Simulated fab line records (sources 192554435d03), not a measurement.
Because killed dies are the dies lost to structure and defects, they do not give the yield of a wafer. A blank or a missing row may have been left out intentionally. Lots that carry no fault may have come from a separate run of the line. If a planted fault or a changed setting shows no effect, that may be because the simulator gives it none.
Split-lot study	flow n5 finfet	7 lots, 21 wafers read, on a route of 1938 steps

ABOUT THE SPLIT
At N5_FIN_SAQP_SPACER1_ALD_24 (deposits SiO2, target thk 20.3 nm, pulse time 1 s, purge time 2 s), the setting ald cycles was moved away from the recipe's 218 on 7 of the 21 wafers read, by -6.0% to +16.1%. For the rest of the wafers, this setting stayed at what the recipe calls for.

FROM THE SPLIT TO THE READING: what the file shows between them, 2 steps
- N5_FIN_SAQP_SPACER1_ETCHBACK_25: etches SiO2 in CHF3/O2, target depth 24.4 nm, time 12.2 s
- N5_FIN_SAQP_MANDREL1_REMOVE_56: chemistry HBr/Cl2/O2, target a-Si, stops on SiNx, bt time 10 s

THE READING
cd nm, in nm, at N5_FIN_SAQP_CD_MEAS_27 (target cd 20 nm). On this fab line, fault-free wafers typically give 20.35 nm with a standard deviation of 0.24 nm.

wafer	tool, chamber at the split	ald cycles as run	against the recipe	cd nm, nm	against lot-mates on the recipe
L079.2	ald sin-01, 2	218	recipe	20.10	-
L079.3	ald sin-01, 1,3	218	recipe	20.44	-
L079.4	ald sin-01, 1,3	218	recipe	20.49	-
L081.3	ald sin-03, 2	234	+7.3%	22.08	+2.17
L081.5	ald sin-03, 2	218	recipe	19.91	-
L081.6	ald sin-03, 1	234	+7.3%	21.67	+1.76
L085.1	ald sin-03, 3,0	218	recipe	20.37	-
L085.4	ald sin-03, 2	251	+15.1%	23.31	+2.87
L085.6	ald sin-03, 3,0	218	recipe	20.51	-
L088.2	ald sin-01, 0	253	+16.1%	23.94	+3.39
L088.3	ald sin-01, 3	218	recipe	20.52	-
L088.4	ald sin-01, 3	218	recipe	20.59	-
L089.2	ald sin-01, 2	205	-6.0%	19.46	-0.85
L089.5	ald sin-01, 2	218	recipe	20.23	-
L089.6	ald sin-01, 3	218	recipe	20.40	-
L094.2	ald sin-03, 3	218	recipe	20.39	-
L094.3	ald sin-03, 1,2	218	recipe	20.76	-
L094.4	ald sin-03, 1,2	218	recipe	20.63	-
L096.1	ald sin-04, 1	218	recipe	20.30	-
L096.2	ald sin-04, 0,2	207	-5.0%	19.28	-1.02
L096.4	ald sin-04, 0,2	207	-5.0%	19.27	-1.03
When a row names more than one chamber, that row covers several wafers, and the file does not tell which wafer ran in which chamber.

FIT RESULTS
A straight line over all 21 wafers: cd nm changes by +0.204 nm for each +1% of ald cycles; r = +0.98; the points scatter about the line by 0.22 nm.
The same after taking each lot's own level away (the mean of its wafers on the recipe; 21 wafers): +0.206 nm for each +1%; r = +0.99; scatter 0.21 nm.
According to that fit, moving ald cycles by its largest amount changes the reading by 3.3 nm.
The lots' own levels span 19.910 to 20.593 nm, that is 2.8 times the standard deviation above.
Consequently the slope shifts little with the lot-to-lot level, the two slopes agreeing.
Check: with one of the wafers moved furthest among these (+16.1%) left out of the fit, the line predicts +3.35 nm for it against its lot-mates. It came out at +3.39 nm against them.

OTHER SPLITS APPLIED TO THESE WAFERS
Before the reading, these wafers also passed through other splits. Each is held against what the fit with the lots' levels taken away leaves over:
other split on the same wafers	wafers away from the commonest value	r with cd nm (lot level and that fit taken away)
N5_ZERO_LAYER_PECVD_02 time s	2	-0.05
N5_PMOS_HMC_CHANNEL_EPI_ETCH_32 bias w	5	+0.18
N5_FIN_SAQP_ETCH_52 source w	9	-0.31

THE WHOLE CHAIN: every reading that the file lists as answering this split, in the file's order
step	what it does	reading	change (the file's fit)	r (the file's)
N5_FIN_SAQP_SPACER1_ALD_24	deposits SiO2, target thk 20.3 nm, pulse time 1 s, purge time 2 s	SiO2_of_FIN_SAQP_SPACER1_ALD_24.thk nm (the simulator's own value, which no gauge read)	+0.201 nm for each +1% of the setting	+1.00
N5_FIN_SAQP_MANDREL1_REMOVE_56	chemistry HBr/Cl2/O2, target a-Si, stops on SiNx, bt time 10 s	FIN_SAQP.cd nm (the simulator's own value, which no gauge read)	+0.19 nm for each +1% of the setting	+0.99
N5_FIN_SAQP_CD_MEAS_27	target cd 20 nm	cd nm	+0.203 nm for each +1% of the setting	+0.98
N5_PASSIVATION_PROBE_49		defect limited yield	-4.93 for each +1% of the setting, in a fit together with source w@BEOL_M10_TRENCH_ETCH_37,time s@BEOL_M2_SPUTTER_79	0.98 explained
N5_PASSIVATION_PROBE_49		killed dies	+58.2 for each +1% of the setting, in a fit together with source w@BEOL_M10_TRENCH_ETCH_37,time s@BEOL_M2_SPUTTER_79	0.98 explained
N5_PASSIVATION_PROBE_49		sort yield pct	-4.84 % for each +1% of the setting, in a fit together with source w@BEOL_M10_TRENCH_ETCH_37,time s@BEOL_M2_SPUTTER_79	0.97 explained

FILE'S OWN FIT
cd nm changes by +0.203 nm for each +1% of ald cycles, r = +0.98.
